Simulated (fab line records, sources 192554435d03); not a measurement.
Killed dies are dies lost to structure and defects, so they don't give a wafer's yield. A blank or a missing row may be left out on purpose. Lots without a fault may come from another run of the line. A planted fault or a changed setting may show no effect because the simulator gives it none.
Chamber matching | flow n5_finfet | N5_BEOL_M15_ILD_DEP_00 on pecvd-04: 3 sister chambers
The step deposits SiO2 from TEOS/O2, target thk 1629.3 nm, time 346.1 s. 3 wafers are shown with their chamber, then 7 later ones without.

WAFERS WITH THEIR CHAMBER
wafer  | chamber | throttle_valve_pct (%)
L079.4 | 1       | 18.1
L088.1 | 0       | 17.6
L088.3 | 2       | 17.2

WAFERS WITHOUT THEIR CHAMBER
wafer  | throttle_valve_pct (%)
L088.4 | 18.2
L089.1 | 18.3
L089.4 | 18.0
L089.5 | 18.0
L097.1 | 17.7
L097.3 | 17.2
L097.5 | 17.8

WHICH CHAMBER EACH WENT THROUGH
wafer  | from the rows above     | in truth
L088.4 | 1                       | 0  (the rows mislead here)
L089.1 | 1                       | 1
L089.4 | 1                       | 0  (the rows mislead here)
L089.5 | 1                       | 1
L097.1 | 0                       | 0
L097.3 | 2                       | 2
L097.5 | can't be placed: 0 or 1 | 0
Placed correctly: 4 of 7. Can't be placed from these rows: 1 (the true chamber is among the candidates in 1). Placed wrongly: 2.
How it was worked out, from the rows above alone: a wafer's distance from a chamber is the root of the sum, over the readings, of the square of ((its reading less the chamber's mean) divided by the reading's scatter). The wafer belongs to the nearest chamber; if the next one is less than 2 further off, it can't be placed. A chamber's mean is the mean of its shown wafers. The scatter: with one shown wafer a chamber, the root of the mean of the squares of how far each hidden wafer lies from its nearest shown one.
